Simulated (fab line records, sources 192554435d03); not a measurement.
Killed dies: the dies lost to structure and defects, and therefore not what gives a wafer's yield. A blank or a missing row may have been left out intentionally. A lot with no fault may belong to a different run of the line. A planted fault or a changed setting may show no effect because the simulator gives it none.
fab line records	flow n5Finfet
[record] lots = 4	wafers = 12	lastDay = 16
route steps=1938 shown FIN_SAQP@106 BEOL_M4@1111 PASSIVATION@1936
lots that met no fault: taken from a fault-free run of the same line
startH: the number of hours between the record's first day and the start of the first shown wafer of the lot	waitH: how many hours have passed since the lot's step before this one	" identical to the entry in the row above	L1.1+2: several wafers, shown together as one row	- either no value or no given start	* or withheld: withheld	< > ~ a bound
route shown NAME@n: a module of which the file shows steps, and the number in the route of the first	usual: mean/standard deviation taken from wafers without a fault	same: alike in all rows	chamber/n: place in a boat	sites: each site's reading	_std_site: how widely they spread, as a standard deviation	_edge_site: mean of outer sites minus mean of inner sites	radiusMm: for every site, how far away it sits from the centre of the wafer	mask NAME#n: copy n	behind: the last tool/chamber to shape the wafer	hold: why the lot went on hold/how many hours it stayed there/how the hold came to an end	device: the transistor (n, p or np) that didn't switch	end of line: at the end of the route, the tests of the same wafers	a step without rows: its recipe alone	killed: dies that structure and defects cost at the first sort, which is not the same as the wafer's yield	map: dies across one wafer; x = killed, . = not, _ = none there
set.NAME: setting as actually run; set.NAME@STEP: the setting as run at that earlier step	model.NAME: the simulator's own value behind a step, which no gauge read
lots at selected steps of the route; one table per step, one row per wafer
services: when a tool's chamber went out of use (startH, in hours from the record's first day, below 0 if earlier), for how many hours, and the reason
[[steps]]
[step N5_FIN_SAQP_EBR_12]
[recipe] solvent = PGMEA	ebrWidthMm = 1.5
[step N5_FIN_SAQP_SOFTBAKE_11]
[recipe] tempC = 110	timeS = 60	resist = CAR-ArF
[step N5_FIN_SAQP_EXPOSE_13]
[recipe] maskId = FIN_CORE	na = 1.35	sourceShape = dipole	sigmaInner = 0.538	sigmaOuter = 0.738	polarization = te	targetCdNm = 35.6	doseMj = 63.25
[step N5_FIN_SAQP_PEB_14]
[recipe] pebTempC = withheld	pebTimeS = 60	resist = CAR-ArF
[step N5_FIN_SAQP_DEVELOP_15]
[recipe] developTimeS = 30	developer = TMAH	resist = CAR-ArF	devTempC = 23	rinseLiquid = diw	dry = airSpin
[step N5_FIN_SAQP_DESCUM_21]
[recipe] chemistry = O2	timeS = 7.9	sourcePowerW = 50	biasPowerW = 20	pressureMtorr = 20	rfFrequencyHz = 2.712e+07	tempC = 40	resist = CAR-ArF	o2FlowSccm = 225
[step N5_FIN_SAQP_ETCH_51]
[recipe] chemistry = CF4	target = SiARC	targetDepthA = 455	maskMaterial = CAR-ArF	timeS = 75.8	ionEnergyEv = 80	pressureMtorr = 40	sourceW = 545	biasW = 36	Ar_flow_sccm = 100	cf4FlowSccm = 100	ends = cleared
[step N5_FIN_SAQP_ETCH_52]
[recipe] chemistry = N2/H2	target = SOC	targetDepthA = 1000	overetchA = 200	maskMaterial = SiARC	tempC = 40	timeS = 150	ionEnergyEv = 200	pressureMtorr = 30	sourceW = 840	biasW = 150	n2FlowSccm = 200	h2FlowSccm = 200	ends = endPoint
[step N5_FIN_SAQP_STRIP_53]
[recipe] chemistry = N2/H2	tempC = 40	n2FlowSccm = 200	h2FlowSccm = 200	rfFrequencyHz = 6e+07
[step N5_FIN_SAQP_HM_OPEN_73]
[recipe] chemistry = CHF3/O2	target = SiO2	stopOn = a-Si	targetDepthA = 120	overEtchFrac = 1.8	maskMaterial = SOC	timeS = 16.8	pressureMtorr = 30	sourceW = 650	biasW = 170	Ar_flow_sccm = 200	CHF3_flow_sccm = 50	O2_flow_sccm = 5	ionEnergyEv = 200	ends = endPoint
[usual] drypumpMotorCurrentA = 5.7/0.36	mfcArSccm = 199.9/0.61	oesProductAu = 0.47/0.055	rfFwdPowerW = 645.6/2.4	rfVppV = 519/21	showerheadPlenumPTorr = 2.39/0.047	throttleValvePct = 18.90/0.16
lot.wafer	tool	chamber	startH	waitH	drypumpMotorCurrentA	mfcArSccm	oesProductAu	rfFwdPowerW	rfHoursCounterH	rfVppV	showerheadPlenumPTorr	throttleValvePct	model.SiARC_of_FIN_SAQP_COAT_50.thkNm	model.SOC_of_FIN_SAQP_COAT_49.thkNm	model.a-Si_of_FIN_SAQP_PECVD_06.thkNm
L373.1	rieDiel-06	2	35.90	0.0	5.5	199.7	0.48	648.9	132	537	2.40	18.95	5.58	100.1	60.11
L373.2	"	3	"	"	5.5	199.7	0.58	647.6	6	526	2.39	18.69	0	96.67	57.92
L373.3	"	0	"	"	5.7	200.3	0.42	645.8	203	485	2.40	18.93	0	98.64	57.86
L375.2	rieDiel-06	3	50.34	0.0	5.5	200.2	0.57	646.3	11	524	2.39	18.71	0	96.66	57.09
L375.3	"	0	"	"	5.7	200.9	0.42	647.9	208	488	2.40	18.91	0	98.58	59.03
L375.4	"	2	"	"	5.5	201.0	0.46	645.2	138	537	2.40	18.96	5.943	100.3	60.57
L387.1	rieDiel-04	0	117.96	0.0	6.1	199.8	0.44	650.0	192	509	2.49	18.83	5.99	99.69	60.5
L387.2	"	2	"	"	6.0	200.7	0.44	647.2	187	502	2.39	18.81	7.073	99.48	59.79
L387.3	"	1	"	"	5.1	200.3	0.47	648.2	130	511	2.34	19.18	5.465	99.78	60.11
L390.1	rieDiel-06	0	136.11	0.0	5.7	199.3	0.40	648.3	240	487	2.39	18.96	7.031	100.2	59.69
L390.3	"	2	"	"	5.5	199.8	0.46	642.6	170	536	2.39	19.02	6.524	99.56	60.57
L390.6	"	2	"	"	5.5	199.7	0.45	643.0	-	536	2.39	19.02	6.545	99.83	61.41
[step N5_FIN_SAQP_STRIP_74]
[recipe] chemistry = CHF3/O2	resist = SiARC	rfFrequencyHz = 6e+07
[step N5_FIN_SAQP_MANDREL_ETCH_22]
[recipe] targetDepthA = 600	chemistry = HBr/Cl2	target = a-Si	stopOn = SiNx	btTimeS = 10	overEtchFrac = 0.5	timeS = 30	pressureMtorr = 10	icpW = 800	biasW = 75	HBr_flow_sccm = 150	Cl2_flow_sccm = 80	ends = endPoint
[usual] drypumpMotorCurrentA = 5.8/0.39	oesProductAu = 0.766/0.013	rfFwdPowerW = 795.4/2.7	throttleValvePct = 35.2/0.39
lot.wafer	tool	chamber	startH	waitH	drypumpMotorCurrentA	oesProductAu	rfFwdPowerW	rfHoursCounterH	throttleValvePct	model.SOC_of_FIN_SAQP_COAT_49.thkNm	model.etch.depthNm
L373.1	rieSi-02	2	35.98	0.0	5.4	0.758	795.6	49	35.6	75.59	60.11
L373.2	"	3	"	"	5.6	0.748	794.2	96	35.1	72.86	57.92
L373.3	"	0	"	"	6.2	0.739	791.0	100	35.1	74.57	57.86
L375.2	rieSi-02	1	50.42	0.0	6.0	0.734	797.7	145	35.0	72.51	57.09
L375.3	"	2	"	"	5.5	0.764	792.8	50	35.6	73.9	59.03
L375.4	"	3	"	"	5.6	0.771	801.8	96	35.0	76.43	60.57
L387.1	rieSi-02	1	118.04	0.0	6.0	0.745	800.1	146	35.0	75.47	60.5
L387.2	"	0	"	"	6.2	0.754	792.9	102	35.0	75.43	59.79
L387.3	"	2	"	"	5.5	0.757	795.1	51	35.6	75.58	60.11
L390.1	rieSi-02	3	136.19	0.0	5.6	0.763	793.8	98	35.0	76.52	59.69
L390.3	"	2	"	"	5.4	0.765	797.3	-	35.6	75.41	60.57
L390.6	"	2	"	"	5.4	0.772	799.5	-	35.6	75.84	61.41
[step N5_FIN_SAQP_STRIP_55]
[recipe] chemistry = N2/H2	powerW = 500	tempC = 40	pressureMtorr = 50	rfFrequencyHz = 6e+07	overashFraction = 0.3	biasPowerW = 28	h2Frac = 0.5	n2FlowSccm = 300	h2FlowSccm = 300
[step N5_FIN_SAQP_STRIP_23]
[recipe] chemistry = SPM	timeS = 750	tempC = 130	h2so4H2o2VolRatio = 4
[step N5_FIN_SAQP_SRD_66]
[recipe] dry = ipaMarangoni	timeS = 30	tempC = 23	rinseLiquid = diw
[step N5_FIN_SAQP_RECESS_75]
[recipe] chemistry = HF/NH3	target = SiO2	targetDepthA = 144	afsCycles = 3	tempC = 30	sublimationTempC = 180	sublimationTimeS = 60
[step N5_FIN_SAQP_SPACER1_ALD_24]
[recipe] material = SiO2	targetThkA = 203	tempC = 300	aldPrecursorFamily = BDEAS	aldCoReactant = O2-plasma	pulseTimeS = 1	purgeTimeS = 2	coReactantPurgeTimeS = 2	aldCycles = 218	pressureTorr = 2
[step N5_FIN_SAQP_SPACER1_ETCHBACK_25]
[recipe] chemistry = CHF3/O2	mode = anisotropicEtchback	target = SiO2	targetDepthA = 244	timeS = 12.2	pressureMtorr = 30	sourceW = 650	biasW = 170	Ar_flow_sccm = 200	CHF3_flow_sccm = 50	O2_flow_sccm = 5	ionEnergyEv = 200
[usual] drypumpMotorCurrentA = 5.6/0.39	mfcArSccm = 199.9/0.58	oesProductAu = 0.78/0.086	rfFwdPowerW = 646.4/2.2	rfVppV = 519/17	showerheadPlenumPTorr = 2.40/0.059	throttleValvePct = 18.93/0.19
lot.wafer	tool	chamber	startH	waitH	drypumpMotorCurrentA	mfcArSccm	oesProductAu	rfFwdPowerW	rfHoursCounterH	rfVppV	showerheadPlenumPTorr	throttleValvePct	model.a-Si_of_FIN_SAQP_PECVD_06.thkNm
L373.1	rieDiel-06	1	37.74	0.5	6.1	200.5	0.66	645.6	241	554	2.36	19.39	59.2
L373.2	"	3	"	"	5.5	200.3	0.98	646.1	7	524	2.39	18.78	57
L373.3	"	2	"	"	5.5	200.3	0.78	642.3	133	537	2.40	19.04	57
L375.2	rieDiel-02	1	52.42	0.4	5.7	200.3	0.73	645.3	158	510	2.30	18.62	56.2
L375.3	"	0	"	"	5.9	199.5	0.74	643.1	186	539	2.50	18.80	58.2
L375.4	"	2	"	"	4.8	199.6	0.79	643.4	137	516	2.48	18.63	59.6
L387.1	rieDiel-04	3	119.58	0.4	5.5	200.1	0.80	651.6	101	516	2.36	18.97	59.6
L387.2	"	1	"	"	5.1	200.2	0.78	646.5	130	512	2.34	19.26	58.8
L387.3	"	0	"	"	6.1	200.7	0.73	649.3	192	509	2.49	18.90	59.2
L390.1	rieDiel-02	2	138.22	0.4	4.8	199.7	0.75	646.6	165	517	2.47	18.67	58.8
L390.3	"	0	"	"	5.9	200.7	0.71	643.7	217	539	2.49	18.84	59.6
L390.6	"	3	"	"	5.2	199.8	0.89	647.1	-	524	2.36	19.02	60.4
[step N5_FIN_SAQP_MANDREL1_REMOVE_56]
[recipe] chemistry = HBr/Cl2/O2	btTimeS = 10	target = a-Si	stopOn = SiNx	endpoint = OES-SiCl	overEtchFrac = 1	icpW = 600	biasW = 22	HBr_flow_sccm = 150	Cl2_flow_sccm = 80	O2_flow_sccm = 5	pressureMtorr = 10
[step N5_BEOL_M4_RC_MEAS_101]
[usual] DIBL_N = 37.3/2.3	DIBL_P = 37.4/2.9	IOFF_N = 0.18/0.045	IOFF_P = 0.25/0.054	ION_N = 679/15	ION_P = 468/9.7	SS_N = 71.8/0.62	SS_P = 73.6/0.76	VT_N = 248/4.1	VT_P = -248/3.6
lot.wafer	tool	chamber	startH	waitH	DIBL_N[mV/V]	DIBL_P[mV/V]	IOFF_N[nA/um]	IOFF_P[nA/um]	ION_N[uA/um]	ION_P[uA/um]	SS_N[mV/dec]	SS_P[mV/dec]	VT_N[mV]	VT_P[mV]
L373.1	prober-02	0	189.47	0.0	35.9	35.3	0.17	0.23	682	465	71.6	73.5	248	-248
L373.2	"	0	"	"	37.1	38.7	0.20	0.29	701	480	72.1	74.0	245	-244
L373.3	"	0	"	"	35.6	35.6	0.16	0.22	678	465	71.3	73.4	250	-248
L375.2	prober-01	0	190.15	0.6	37.4	36.9	0.18	0.26	673	460	71.5	74.1	250	-245
L375.3	"	0	"	"	37.9	38.1	0.18	0.26	693	475	72.0	73.6	251	-247
L375.4	"	0	"	"	37.2	37.3	0.18	0.26	678	466	71.5	73.5	251	-244
L387.1	prober-02	0	268.65	0.0	31.8	32.1	0.12	0.17	649	452	71.1	72.6	253	-250
L387.2	"	0	"	"	33.8	35.0	0.13	0.21	653	451	71.4	72.4	254	-249
L387.3	"	0	"	"	31.2	31.6	0.11	0.17	663	460	70.8	72.3	251	-252
L390.1	prober-02	0	274.50	0.0	37.5	36.1	0.14	0.21	661	460	71.6	73.9	252	-252
L390.3	"	0	"	"	37.7	35.9	0.15	0.21	648	447	72.1	73.1	256	-251
L390.6	"	0	"	"	37.0	35.5	0.14	0.21	665	464	71.4	73.7	252	-252
[step N5_PASSIVATION_PROBE_49]
[usual] defectLimitedYield = 91.3/1.5	killed_at_M0_to_M3 = 35/8.7	killed_at_M4_up = 14/5.5	killedAtContacts = 11/5.6	killedAtFrontEnd = 39/13	killedAtOther = 3.7/2.2	killedDies = 103/18	killedOpen = 69/14	killedShort = 33/7.8	sort_bin_5_function = 5.1/0.99	sort_bin_6_memory = 3.3/0.67	sort_bin_8_speed = 0.02/0.17	sortNPass = 1077/18	sortYieldPct = 91.2/1.5
[same] grossDies = 1180	killedAtBackSide = 0	sort_bin_4_leakage[%] = 0
lot.wafer	tool	chamber	startH	waitH	defectLimitedYield[%]	killed_at_M0_to_M3	killed_at_M4_up	killedAtContacts	killedAtFrontEnd	killedAtOther	killedDies	killedOpen	killedShort	sort_bin_5_function[%]	sort_bin_6_memory[%]	sort_bin_8_speed[%]	sortNPass	sortYieldPct[%]
L375.2	prober-02	-	293.46	0.1	91.9	47	13	5	28	2	95	60	35	5.1	2.8	0	1085	91.9
L375.3	prober-02	-	293.51	0.1	93.1	29	20	5	27	0	81	57	24	3.6	3.2	0	1099	93.1
L375.4	prober-02	-	293.56	0.2	95.0	22	11	6	15	5	59	38	21	2.0	2.9	0	1121	95.0
L373.1	prober-01	-	294.05	0.0	93.1	33	11	10	23	4	81	51	29	3.7	2.8	0.08	1099	93.1
L373.2	prober-01	-	294.10	0.1	88.0	45	6	17	71	3	142	90	51	7.0	4.4	0	1038	88.0
L373.3	prober-01	-	294.15	0.1	90.4	28	16	10	52	7	113	66	47	5.8	3.5	0	1067	90.4
L387.1	prober-01	-	377.61	0.0	93.5	30	6	9	30	2	77	52	24	3.5	2.6	0.08	1102	93.4
L387.2	prober-01	-	377.66	0.1	89.9	42	22	14	37	4	119	75	44	5.6	4.2	0	1061	89.9
L387.3	prober-01	-	377.71	0.1	92.2	32	12	10	37	1	92	64	28	4.2	3.3	0	1088	92.2
L390.1	prober-02	-	381.72	0.0	90.7	37	5	15	51	2	110	83	24	5.7	3.4	0	1070	90.7
L390.3	prober-02	-	381.82	0.1	90.4	37	17	10	44	5	113	68	44	5.0	4.1	0	1067	90.4
L390.6	prober-02	-	381.97	0.3	88.2	58	21	11	46	3	139	100	34	6.8	4.3	0	1041	88.2
// killed by level:class
L375.2 BEOL_M0_SAQP:geometricParticle:open=19 BEOL_M0_SAQP:geometricParticle:short=17 BEOL_M4:geometricParticle:open=6 FIN_SAQP:geometricParticle:open=5 BEOL_M1:geometricParticle:open=5 STARTING-WAFER:geometricParticle:open=5 FIN_SAQP:geometricParticle:short=4 BEOL_M6:geometricParticle:open=3
L375.3 BEOL_M0_SAQP:geometricParticle:short=9 BEOL_M2:geometricParticle:open=8 BEOL_M4:geometricParticle:open=8 BEOL_M3:geometricParticle:open=7 STI_FIN_REVEAL:geometricParticle:open=6 MOL_CONTACT_COAG:geometricParticle:open=5 GATE_CUT:geometricParticle:open=5 BEOL_M5:geometricParticle:open=5
L375.4 BEOL_M0_SAQP:geometricParticle:short=9 MOL_CONTACT_COAG:geometricParticle:open=6 BEOL_M0_SAQP:geometricParticle:open=6 BEOL_M4:geometricParticle:open=5 PASS1_CAP:geometricParticle:open=5 FIN_SAQP:geometricParticle:open=3 GATE_CUT:geometricParticle:short=3 BEOL_M2:geometricParticle:open=2
L373.1 BEOL_M0_SAQP:geometricParticle:short=13 BEOL_M0_SAQP:geometricParticle:open=8 FIN_SAQP:geometricParticle:open=6 STI_FIN_REVEAL:geometricParticle:open=6 MOL_CONTACT_COAG:geometricParticle:open=6 BEOL_M3:geometricParticle:open=5 GATE_CUT:geometricParticle:short=4 MOL_CONTACT_COAG:geometricParticle:short=4
L373.2 BEOL_M0_SAQP:geometricParticle:short=16 FIN_SAQP:geometricParticle:open=13 STI_FIN_REVEAL:geometricParticle:open=13 MOL_CONTACT_COAG:geometricParticle:open=13 FIN_SAQP:geometricParticle:short=12 BEOL_M3:geometricParticle:open=9 BEOL_M0_SAQP:geometricParticle:open=7 STARTING-WAFER:geometricParticle:short=7
L373.3 FIN_SAQP:geometricParticle:short=10 FIN_SAQP:geometricParticle:open=10 BEOL_M0_SAQP:geometricParticle:short=10 GATE_CUT:geometricParticle:short=9 MOL_CONTACT_COAG:geometricParticle:open=9 GATE_CUT:geometricParticle:open=6 BEOL_M0_SAQP:geometricParticle:open=5 BEOL_M3:geometricParticle:open=5
L387.1 BEOL_M1:geometricParticle:open=10 BEOL_M0_SAQP:geometricParticle:open=7 GATE_CUT:geometricParticle:open=5 MOL_CONTACT_COAG:geometricParticle:open=5 BEOL_M0_SAQP:geometricParticle:short=5 STI_FIN_REVEAL:geometricParticle:open=4 GATE_CUT:geometricParticle:short=4 MOL_CONTACT_COAG:geometricParticle:short=4
L387.2 BEOL_M0_SAQP:geometricParticle:short=20 MOL_CONTACT_COAG:geometricParticle:open=10 BEOL_M0_SAQP:geometricParticle:open=9 BEOL_M1:geometricParticle:open=7 BEOL_M4:geometricParticle:open=7 SPACER0:geometricParticle:open=6 BEOL_M5:geometricParticle:open=5 BEOL_M7:geometricParticle:open=5
L387.3 BEOL_M0_SAQP:geometricParticle:open=12 MOL_CONTACT_COAG:geometricParticle:open=10 BEOL_M0_SAQP:geometricParticle:short=7 GATE_CUT:geometricParticle:open=6 DUMMY_GATE:geometricParticle:open=5 BEOL_M1:geometricParticle:open=5 STI_FIN_REVEAL:geometricParticle:open=3 SPACER0:geometricParticle:short=3
L390.1 STI_FIN_REVEAL:geometricParticle:open=16 MOL_CONTACT_COAG:geometricParticle:open=14 BEOL_M3:geometricParticle:open=11 BEOL_M2:geometricParticle:open=10 FIN_SAQP:geometricParticle:open=9 ILD0:geometricParticle:open=5 DUMMY_GATE:geometricParticle:open=4 ILD0:geometricParticle:short=4
L390.3 BEOL_M3:geometricParticle:open=12 BEOL_M2:geometricParticle:open=10 ILD0:geometricParticle:short=7 MOL_CONTACT_COAG:geometricParticle:open=7 STI_FIN_REVEAL:geometricParticle:open=6 BEOL_M4:geometricParticle:short=6 DUMMY_GATE:geometricParticle:open=5 DUMMY_GATE:geometricParticle:short=5
L390.6 BEOL_M3:geometricParticle:open=13 BEOL_M1:geometricParticle:open=13 BEOL_M0_SAQP:geometricParticle:open=11 STI_FIN_REVEAL:geometricParticle:open=10 MOL_CONTACT_COAG:geometricParticle:open=10 BEOL_M0_SAQP:geometricParticle:short=9 BEOL_M2:geometricParticle:open=6 ILD0:geometricParticle:short=5
[[services]]
tool	chamber	startH	hours	kind
rieDiel-06	2	12.79	1.6	repair
rieDiel-02	-	18.38	22.0	repair
rieSi-02	1	26.71	5.8	repair
rieDiel-04	0	29.17	9.4	repair
rieDiel-06	0	57.42	4.3	repair
rieDiel-02	2	60.12	4.3	repair
rieDiel-06	1	61.97	-	clean
rieDiel-06	1	61.97	-	consumableReplace:focusRing
rieDiel-06	1	61.97	16.0	scheduledDown
rieDiel-06	1	61.97	16.0	ventCycle
rieDiel-04	3	69.58	3.5	repair
rieDiel-02	1	71.49	3.0	repair
rieSi-02	0	123.21	20.2	repair
rieSi-02	1	123.39	32.4	repair
[[key]]
firstSign none at tools or gauges
[modelEffect] step = N5_FIN_SAQP_HM_OPEN_73	value = SiARC_of_FIN_SAQP_COAT_50.thkNm	without = 5.562	struck = 0
[modelEffect] step = N5_FIN_SAQP_MANDREL_ETCH_22	value = SOC_of_FIN_SAQP_COAT_49.thkNm	without = 76.21	struck = 73.46
[modelEffect] step = N5_FIN_SAQP_SPACER1_ETCHBACK_25	value = a-Si_of_FIN_SAQP_PECVD_06.thkNm	without = 59.5	struck = 57.1
metAt N5_FIN_SAQP_HM_OPEN_73
struckWafers L373.2,L373.3,L375.2,L375.3
[fault] kind = processParameterDrift	tool = rieDiel-06	chamber = -	onsetH = 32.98	steps = N5_FIN_SAQP_HM_OPEN_73	channel = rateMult	offset = 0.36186	shape = step	endH = 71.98	scope = struckWafersOnly
